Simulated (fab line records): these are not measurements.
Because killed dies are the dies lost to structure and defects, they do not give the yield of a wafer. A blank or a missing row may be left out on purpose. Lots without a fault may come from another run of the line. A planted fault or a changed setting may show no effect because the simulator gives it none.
Matching of chambers / flow n5 finfet / N5_DUMMY_GATE_TRIM_49 on rie si-01 has 4 sister chambers
The step chemistry O2, time 29 s, target cd 14 nm. 14 wafers are shown with their chamber, then 6 later ones without.

WAFERS WITH THEIR CHAMBER
wafer=L888.1; chamber=3; drypump motor current A (A)=5.9; throttle valve pct (%)=7.94; oes product au (a.u.)=0.995
wafer=L888.5; chamber=3; drypump motor current A (A)=5.9; throttle valve pct (%)=7.93; oes product au (a.u.)=1.003
wafer=L889.4; chamber=1; drypump motor current A (A)=5.2; throttle valve pct (%)=8.27; oes product au (a.u.)=1.000
wafer=L889.5; chamber=1; drypump motor current A (A)=5.2; throttle valve pct (%)=8.26; oes product au (a.u.)=1.004
wafer=L889.6; chamber=0; drypump motor current A (A)=6.2; throttle valve pct (%)=8.22; oes product au (a.u.)=1.005
wafer=L891.1; chamber=2; drypump motor current A (A)=6.3; throttle valve pct (%)=8.11; oes product au (a.u.)=1.003
wafer=L891.2; chamber=3; drypump motor current A (A)=5.9; throttle valve pct (%)=7.93; oes product au (a.u.)=1.005
wafer=L891.4; chamber=1; drypump motor current A (A)=5.2; throttle valve pct (%)=8.24; oes product au (a.u.)=0.999
wafer=L898.2; chamber=0; drypump motor current A (A)=6.3; throttle valve pct (%)=8.23; oes product au (a.u.)=0.996
wafer=L898.3; chamber=3; drypump motor current A (A)=5.9; throttle valve pct (%)=7.92; oes product au (a.u.)=1.003
wafer=L898.6; chamber=0; drypump motor current A (A)=6.3; throttle valve pct (%)=8.23; oes product au (a.u.)=0.998
wafer=L907.3; chamber=1; drypump motor current A (A)=5.2; throttle valve pct (%)=8.25; oes product au (a.u.)=1.008
wafer=L907.4; chamber=3; drypump motor current A (A)=5.9; throttle valve pct (%)=7.96; oes product au (a.u.)=1.005
wafer=L907.6; chamber=2; drypump motor current A (A)=6.3; throttle valve pct (%)=8.10; oes product au (a.u.)=1.009

SIGNATURES (averages over the wafers above)
reading=drypump motor current A; chamber 0=6.267; chamber 1=5.200; chamber 2=6.300; chamber 3=5.900; scatter within a chamber=0.0258
reading=throttle valve pct; chamber 0=8.2267; chamber 1=8.2550; chamber 2=8.1050; chamber 3=7.9360; scatter within a chamber=0.0124
reading=oes product au; chamber 0=0.99967; chamber 1=1.00275; chamber 2=1.00600; chamber 3=1.00220; scatter within a chamber=0.00427
Rule: for a wafer and a chamber, the distance is found by dividing, reading by reading, the gap between the wafer's reading and the chamber's mean by the reading's scatter, squaring, summing and taking the root. The wafer belongs to the nearest chamber; if the next one is less than 2 further off, it can't be placed. How the scatter is found: for the shown wafers, subtract from each reading the mean of its chamber, square and add these, divide the total by (wafers less chambers), then take the root.

WAFERS MISSING THEIR CHAMBER
wafer=L908.1; drypump motor current A (A)=6.2; throttle valve pct (%)=8.24; oes product au (a.u.)=1.000
wafer=L908.5; drypump motor current A (A)=5.9; throttle valve pct (%)=7.94; oes product au (a.u.)=1.008
wafer=L908.6; drypump motor current A (A)=6.3; throttle valve pct (%)=8.23; oes product au (a.u.)=0.991
wafer=L909.2; drypump motor current A (A)=5.2; throttle valve pct (%)=8.26; oes product au (a.u.)=1.014
wafer=L909.3; drypump motor current A (A)=6.3; throttle valve pct (%)=8.10; oes product au (a.u.)=1.014
wafer=L909.4; drypump motor current A (A)=5.9; throttle valve pct (%)=7.94; oes product au (a.u.)=1.000

WHICH CHAMBER EACH WENT THROUGH
wafer=L908.1; from the rows above=0; in truth=0
wafer=L908.5; from the rows above=3; in truth=3
wafer=L908.6; from the rows above=0; in truth=0
wafer=L909.2; from the rows above=1; in truth=1
wafer=L909.3; from the rows above=2; in truth=2
wafer=L909.4; from the rows above=3; in truth=3
Correctly placed: 6 of 6. Number that these rows cannot place: 0. Placed wrongly: 0.
